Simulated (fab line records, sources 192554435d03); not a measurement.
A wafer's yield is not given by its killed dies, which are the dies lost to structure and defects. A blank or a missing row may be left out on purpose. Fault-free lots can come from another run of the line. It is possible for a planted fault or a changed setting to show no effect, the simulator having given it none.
Lot-split experiment -- flow n5_finfet -- 21 wafers read across 7 lots, on a route 1938 steps long

## THE SPLIT ITSELF
At N5_BEOL_M10_COAT_64 (time 60 s, resist thk 30 nm), the setting spin_rpm was moved away from the recipe's 1500 rpm on 6 of the 21 wafers read, by -10.6% to +10.9%. The other wafers ran this setting at the recipe's value.

## FROM THE SPLIT TO THE READING: what the file shows between them, 3 steps
- N5_BEOL_M10_DEVELOP_27: develop time 30 s (also split here: develop_time_s)
- N5_BEOL_M10_DESCUM_33: chemistry O2, time 7.9 s
- N5_BEOL_M10_ETCH_65: etches SiARC in CF4, target depth 39 nm, time 65 s

## THE READING
SiARC_of_BEOL_M10_COAT_64.thk_nm (the simulator's own value, which no gauge read), in nm, at N5_BEOL_M10_ETCH_66 (etches SOC in N2/H2, target depth 120 nm, overetch 24 nm, time 180 s). The file does not state a usual value for it. The 15 wafers here that ran the recipe average 22.7 nm, standard deviation 0.32 nm.

wafer,"tool, chamber at the split","spin_rpm as run, rpm",against the recipe,"SiARC_of_BEOL_M10_COAT_64.thk_nm, nm",against lot-mates on the recipe
L076.1,"litho_track-03, 0",1500,recipe,22.4,-
L076.4,"litho_track-03, 0",1341,-10.6%,24.6,+1.7
L076.5,"litho_track-03, 0",1500,recipe,23.4,-
L075.2,"litho_track-02, 0",1500,recipe,23,-
L075.3,"litho_track-02, 0",1500,recipe,22.2,-
L075.4,"litho_track-02, 0",1500,recipe,22.8,-
L078.1,"litho_track-04, 0",1500,recipe,22.2,-
L078.4,"litho_track-04, 0",1500,recipe,22.8,-
L078.6,"litho_track-04, 0",1500,recipe,23.2,-
L084.1,"litho_track-02, 0",1664,+10.9%,21.2,-1.8
L084.2,"litho_track-02, 0",1664,+10.9%,21.6,-1.4
L084.5,"litho_track-02, 0",1500,recipe,23,-
L090.1,"litho_track-04, 0",1624,+8.3%,21.4,-1.2
L090.2,"litho_track-04, 0",1624,+8.3%,21.4,-1.2
L090.4,"litho_track-04, 0",1500,recipe,22.6,-
L095.1,"litho_track-02, 0",1430,-4.7%,23.2,+0.5
L095.2,"litho_track-02, 0",1500,recipe,22.8,-
L095.6,"litho_track-02, 0",1500,recipe,22.6,-
L094.1,"litho_track-03, 0",1500,recipe,22.8,-
L094.5,"litho_track-03, 0",1500,recipe,22.8,-
L094.3,"litho_track-03, 0",1500,recipe,22.6,-

FIT RESULTS
A straight line over all 21 wafers: SiARC_of_BEOL_M10_COAT_64.thk_nm changes by -0.145 nm for each +1% of spin_rpm; r = -0.92; the points scatter about the line by 0.32 nm.
The same after taking each lot's own level away (the mean of its wafers on the recipe; 21 wafers): -0.147 nm for each +1%; r = -0.93; scatter 0.28 nm.
According to that fit, moving spin_rpm by its largest amount changes the reading by 1.6 nm.
The span of the lots' own levels, 22.60 to 23.00 nm, comes to 1.2 times the standard deviation stated above.
The two slopes agree, so the slope changes little with the lot-to-lot level.
Check: -1.55 nm against its lot-mates is what the line predicts for one of the wafers moved furthest among these (+10.9%) when that wafer is left out of the fit. Against them it came out at -1.8 nm.

## ADDITIONAL SPLITS CARRIED BY THESE WAFERS
These wafers also went through other splits before the reading. Each is held against what the fit with the lots' levels taken away leaves over:
other split on the same wafers,wafers away from the commonest value,r with SiARC_of_BEOL_M10_COAT_64.thk_nm (lot level and that fit taken away)
N5_BEOL_M7_PECVD_70 temp_c,9,+0.03
N5_BEOL_M7_DESCUM_33 time_s,5,+0.10
N5_BEOL_M7_VIA_ETCH_34 source_w,8,+0.01
N5_BEOL_M9_HM_DEP_02 target_thk_a,2,+0.07
N5_BEOL_M9_COAT_05 spin_rpm,8,-0.04
N5_BEOL_M10_DEVELOP_27 develop_time_s,11,+0.04

## THE WHOLE CHAIN: every reading that the file lists as answering this split, in the file's order
step,what it does,reading,change (the file's fit),r (the file's)
N5_BEOL_M10_COAT_64,"time 60 s, resist thk 30 nm","SiARC_of_BEOL_M10_COAT_64.thk_nm (the simulator's own value, which no gauge read)",-0.143 nm for each +1% of the setting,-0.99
N5_BEOL_M10_ETCH_65,"etches SiARC in CF4, target depth 39 nm, time 65 s","etch.depth_nm (the simulator's own value, which no gauge read)",-0.143 nm for each +1% of the setting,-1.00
N5_BEOL_M10_ETCH_65,"etches SiARC in CF4, target depth 39 nm, time 65 s","CAR-ArF_of_BEOL_M10_COAT_22.thk_nm (the simulator's own value, which no gauge read)",+0.141 nm for each +1% of the setting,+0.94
N5_BEOL_M10_ETCH_66,"etches SOC in N2/H2, target depth 120 nm, overetch 24 nm, time 180 s","SiARC_of_BEOL_M10_COAT_64.thk_nm (the simulator's own value, which no gauge read)",-0.148 nm for each +1% of the setting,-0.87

## FILE'S OWN FIT
SiARC_of_BEOL_M10_COAT_64.thk_nm changes by -0.148 nm for each +1% of spin_rpm, r = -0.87.
